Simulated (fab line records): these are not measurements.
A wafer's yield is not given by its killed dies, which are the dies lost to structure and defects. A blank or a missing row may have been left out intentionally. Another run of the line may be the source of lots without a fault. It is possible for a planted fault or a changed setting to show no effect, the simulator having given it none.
Chamber matching    flow n5-finfet    N5_BEOL_M0_SAQP_DESCUM_19 on rie-diel-06: 4 sister chambers
The step chemistry O2, time 7.9 s. 4 wafers are shown with their chamber, then 8 later ones without.

== WAFERS WITH THEIR CHAMBER ==
wafer   chamber  showerhead-plenum-p-Torr (Torr)
L085.1  1        2.05
L085.5  2        2.09
L088.5  3        2.23
L091.2  0        2.13

== WAFERS WITHOUT THEIR CHAMBER ==
wafer   showerhead-plenum-p-Torr (Torr)
L091.4  2.23
L091.6  2.23
L093.2  2.23
L093.3  2.08
L093.5  2.13
L097.3  2.08
L097.5  2.08
L097.6  2.04

== WHICH CHAMBER EACH ONE RAN IN ==
wafer   from the rows above  in truth
L091.4  3                    3
L091.6  3                    3
L093.2  3                    3
L093.3  2                    2
L093.5  0                    0
L097.3  2                    2
L097.5  2                    2
L097.6  1                    1
Correct placement for 8 of the 8. Number that these rows cannot place: 0. Wrongly placed: 0.
How it was worked out, from the rows above alone: a wafer's distance from a chamber is the root of the sum, over the readings, of the square of ((its reading less the chamber's mean) divided by the reading's scatter). If the next closest chamber is less than 2 further off than the closest, the wafer can't be placed; otherwise it belongs to the closest. A chamber's mean is the mean of its shown wafers. The scatter (one wafer shown for each chamber): square how far every hidden wafer sits from the nearest shown wafer, average those squares and take the square root.
